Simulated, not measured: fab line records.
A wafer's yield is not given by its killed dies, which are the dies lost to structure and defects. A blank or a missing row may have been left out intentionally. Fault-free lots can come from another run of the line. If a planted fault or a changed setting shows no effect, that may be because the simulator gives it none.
Which tool is to blame?    flow nand harc    13 lots, 39 wafers sampled, at 5 steps of a route of 1302

== WHAT THE GAUGES READ, wafer by wafer ==
NHARC_P_M1_CD_MEAS_09: the cd target is 130 nm.
lot   measured      on         cd nm (nm)
L438  day 6 04:41   cd sem-03  130.0 130.5 129.7
L439  day 6 17:56   cd sem-01  130.9 131.1 130.5
L446  day 9 13:56   cd sem-02  130.9 130.3 130.3
L448  day 10 17:49  cd sem-02  131.0 131.3 131.4
L451  day 11 10:23  cd sem-01  129.0 129.9 130.5
L452  day 12 07:00  cd sem-03  129.1 130.1 130.1
L454  day 12 22:10  cd sem-01  130.5 130.0 129.4
L455  day 13 06:11  cd sem-02  128.4 128.9 128.8
L456  day 13 23:05  cd sem-03  130.8 130.1 130.3
L457  day 14 00:01  cd sem-01  130.8 130.4 130.5
L459  day 15 02:49  cd sem-01  131.0 131.0 129.9
L460  day 15 11:48  cd sem-03  130.8 130.7 130.7
L461  day 15 19:40  cd sem-02  130.4 131.6 131.9

NHARC_P_M1_INSPECT_11.
lot   measured      on                 raw defect count
L438  day 6 04:49   defect inspect-01  5 0 5
L439  day 6 18:03   defect inspect-02  4 5 8
L446  day 9 14:04   defect inspect-02  5 2 5
L448  day 10 17:56  defect inspect-01  5 5 5
L451  day 11 10:30  defect inspect-02  4 4 3
L452  day 12 07:07  defect inspect-02  7 4 4
L454  day 12 22:18  defect inspect-02  4 3 5
L455  day 13 06:18  defect inspect-02  4 3 5
L456  day 13 23:13  defect inspect-01  3 4 2
L457  day 14 00:08  defect inspect-02  3 7 8
L459  day 15 02:56  defect inspect-01  2 4 7
L460  day 15 11:55  defect inspect-02  8 8 9
L461  day 15 19:47  defect inspect-02  5 3 2

NHARC_END_SORT_01.
lot   measured      on         defect limited yield (%)  killed at array  killed at other  killed at periphery  killed dies  killed open  killed short  sort_bin_2_pct (%)  sort_bin_3_pct (%)  sort_bin_4_pct (%)  sort n pass  sort rim yield pct (%)  sort yield pct (%)
L454  day 30 20:38  prober-01  91.9 90.5 90.3            51 59 62         1 2 0            3 3 4                55 64 66     3 2 3        1 1 5         2.8 3.4 4.1         1.0 0.1 0.4         4.3 5.9 5.2         622 613 611  89 91 93                91.9 90.5 90.3

== WHICH TOOL RAN EACH LOT (tool, then ch and the chambers of the sampled wafers, then the start) ==
lot   NHARC_P_M0_DEGAS_28           NHARC_P_M1_SOFTBAKE_04
L438  pvd sputter-02, day 6 01:51   litho track-04 ch 0, day 6 04:00
L439  pvd sputter-01, day 6 14:55   litho track-04 ch 0, day 6 17:00
L446  pvd sputter-01, day 9 10:59   litho track-06 ch 0, day 9 13:00
L448  pvd sputter-03, day 10 14:52  litho track-06 ch 0, day 10 17:00
L451  pvd sputter-01, day 11 07:33  litho track-01 ch 0, day 11 10:00
L452  pvd sputter-03, day 12 04:05  litho track-04 ch 0, day 12 06:00
L454  pvd sputter-03, day 12 19:14  litho track-04 ch 0, day 12 21:00
L455  pvd sputter-01, day 13 03:09  litho track-06 ch 0, day 13 05:00
L456  pvd sputter-02, day 13 20:10  litho track-01 ch 0, day 13 22:00
L457  pvd sputter-02, day 13 21:03  litho track-04 ch 0, day 13 23:00
L459  pvd sputter-01, day 14 23:52  litho track-04 ch 0, day 15 02:00
L460  pvd sputter-03, day 15 08:51  litho track-01 ch 0, day 15 11:00
L461  pvd sputter-01, day 15 16:51  litho track-04 ch 0, day 15 19:00
- NHARC_P_M0_DEGAS_28: time 60 s.
- NHARC_P_M1_SOFTBAKE_04: time 55 s.

== WHAT THE TOOLS THEMSELVES READ (means of the sampled wafers that have a number; where no wafer has one, the mark that the record gives instead) ==
NHARC_P_M0_DEGAS_28.
lot   tool            heater power w (W)
L438  pvd sputter-02  309
L439  pvd sputter-01  313
L446  pvd sputter-01  331
L448  pvd sputter-03  361
L451  pvd sputter-01  328
L452  pvd sputter-03  367
L454  pvd sputter-03  343
L455  pvd sputter-01  322
L456  pvd sputter-02  304
L457  pvd sputter-02  318
L459  pvd sputter-01  321
L460  pvd sputter-03  347
L461  pvd sputter-01  311

NHARC_P_M1_SOFTBAKE_04.
lot   tool            heater power total W (W)
L438  litho track-04  188.40
L439  litho track-04  188.46
L446  litho track-06  177.31
L448  litho track-06  177.61
L451  litho track-01  188.53
L452  litho track-04  188.43
L454  litho track-04  188.45
L455  litho track-06  188.31
L456  litho track-01  188.51
L457  litho track-04  188.35
L459  litho track-04  188.47
L460  litho track-01  188.42
L461  litho track-04  188.46

== THE ANSWER, worked out from the rows above alone ==
Rule: the lots themselves supply what counts as usual. The widest of any qualifying gaps counts: lots, ordered by their means at a reading, are off when they make up no more than a third of the lots, leave a main group of 4 or more, and stand apart from it by 3 or more times the standard deviation of that group's means. A main group whose means are all the same, to the digits that the tables above print for the reading, isn't used. Also off: a lot with no number at a reading for which 4 or more lots have one. Any other lot the step has rows for is counted as sound. First the gauges in route order, then the tools' own readings, where a lot's mean is used as printed above. At the first step where some lot is off, the reading lying furthest off is the one used; lots without a number count as furthest.
Off: L446, L448 (NHARC_P_M1_SOFTBAKE_04, heater power total W). Mean 188.44 W and standard deviation 0.062 in the main group.
A tool fits if, at that step or a process step before it, it ran every lot that is off, and no sound lot after the first of them. Not one of the candidates tried fits.

== WHAT THE SIMULATOR HAD INSERTED ==
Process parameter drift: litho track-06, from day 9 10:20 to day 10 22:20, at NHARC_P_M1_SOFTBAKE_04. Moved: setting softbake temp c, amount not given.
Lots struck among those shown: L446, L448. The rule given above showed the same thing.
